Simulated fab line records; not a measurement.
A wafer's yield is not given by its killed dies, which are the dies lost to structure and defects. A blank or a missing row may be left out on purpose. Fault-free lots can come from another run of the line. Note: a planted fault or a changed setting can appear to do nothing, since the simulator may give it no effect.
Shared-tool check	flow n5Finfet	8 lots, 24 wafers sampled

WHAT PROMPTED THE OPENING
At N5_BEOL_M10_OCD_MEAS_38 the reading trenchDepthNm is flagged on 3 of 8 lots. No-fault wafers: 148.5 nm, standard deviation 2.4.
Rule: flag the lot when none of its wafers has a number, or when each of its wafers that has one lies beyond 4 standard deviations from that mean. As for the other lots, they are considered sound.

lot	measured	on	trenchDepthNm (nm), wafer by wafer	flag
L285	day 10 19:56	ocd-02	145.1 148.3 146.9	
L291	day 12 01:04	ocd-01	143.2 150.5 144.8	
L290	day 12 06:47	ocd-02	147.4 144.6 149.7	
L300	day 14 09:52	ocd-02	145.9 146.6 149.8	
L303	day 15 05:35	ocd-02	0.2 0 0.0	FLAGGED
L302	day 15 06:37	ocd-01	0.0 0.6 0	FLAGGED
L305	day 15 17:22	ocd-01	0.1 0 0.2	FLAGGED
L306	day 16 05:13	ocd-02	147.4 146.4 146.3	
The numbers of the flagged lots are 0.1 nm on average: -148.4 nm against the usual, or -62 standard deviations.

LOT BY LOT: THE TOOL USED
The record holds 3 process steps before the reading, out of a route of 1938 steps. Cell contents, in order: the tool; ch with the chambers the sampled wafers went through; the start.
lot	flag	N5_BEOL_M10_ETCH_61	N5_BEOL_M10_STRIP_19	N5_BEOL_M10_TRENCH_ETCH_37
L285		rieDiel-04 ch 1,2,3, day 10 15:54	rieDiel-04 ch 0,2,3, day 10 16:17	rieDiel-01 ch 0,1,2, day 10 19:45
L291		rieDiel-04 ch 0,1, day 11 21:31	rieDiel-03 ch 0,3, day 11 21:52	rieDiel-01 ch 1,2, day 12 00:53
L290		rieDiel-04 ch 1,2,3, day 12 02:20	rieDiel-03 ch 0,1,2, day 12 02:52	rieDiel-01 ch 0,1,2, day 12 06:37
L300		rieDiel-01 ch 1,2,3, day 14 05:19	rieDiel-03 ch 0,2,3, day 14 05:40	rieDiel-04 ch 0,2,3, day 14 09:41
L303	FLAGGED	rieDiel-04 ch 1,2,3, day 15 03:55	rieDiel-01 ch 1,2,3, day 15 04:29	rieDiel-04 ch 1,2,3, day 15 05:24
L302	FLAGGED	rieDiel-03 ch 1,3, day 15 04:33	rieDiel-01 ch 0,2,3, day 15 04:56	rieDiel-01 ch 0,2, day 15 06:26
L305	FLAGGED	rieDiel-03 ch 2,3, day 15 15:47	rieDiel-04 ch 0,2, day 15 16:08	rieDiel-03 ch 1,2, day 15 17:11
L306		rieDiel-03 ch 1,2,3, day 16 00:48	rieDiel-04 ch 0,2,3, day 16 01:09	rieDiel-01 ch 0,2, day 16 05:01
These steps, and what they do:
- N5_BEOL_M10_ETCH_61: etches SiARC in CF4, target depth 39 nm, time 65 s.
- N5_BEOL_M10_STRIP_19: strips in O2.
- N5_BEOL_M10_TRENCH_ETCH_37: etches SiCOH lowk in C4F6/O2, target depth 148.83 nm, time 48 s.
- N5_BEOL_M10_OCD_MEAS_38

FLAGGED OVER TOTAL, TOOL BY TOOL (the gauges that took the reading come last)
step	tool	lots run	flagged	share of the flagged lots	sound lots run after its first flagged lot
N5_BEOL_M10_ETCH_61	rieDiel-01	1	0	none	-
N5_BEOL_M10_ETCH_61	rieDiel-03	3	2	some	1 (L306)
N5_BEOL_M10_ETCH_61	rieDiel-04	4	1	some	0
N5_BEOL_M10_STRIP_19	rieDiel-01	2	2	some	0
N5_BEOL_M10_STRIP_19	rieDiel-03	3	0	none	-
N5_BEOL_M10_STRIP_19	rieDiel-04	3	1	some	1 (L306)
N5_BEOL_M10_TRENCH_ETCH_37	rieDiel-01	5	1	some	1 (L306)
N5_BEOL_M10_TRENCH_ETCH_37	rieDiel-03	1	1	some	0
N5_BEOL_M10_TRENCH_ETCH_37	rieDiel-04	2	1	some	0
N5_BEOL_M10_OCD_MEAS_38	ocd-01	3	2	some	0
N5_BEOL_M10_OCD_MEAS_38	ocd-02	5	1	some	1 (L306)

THE TABLE: WHAT IT ALLOWS
No row of the table ran every flagged lot.

WHAT THE SIMULATOR HAD INSERTED
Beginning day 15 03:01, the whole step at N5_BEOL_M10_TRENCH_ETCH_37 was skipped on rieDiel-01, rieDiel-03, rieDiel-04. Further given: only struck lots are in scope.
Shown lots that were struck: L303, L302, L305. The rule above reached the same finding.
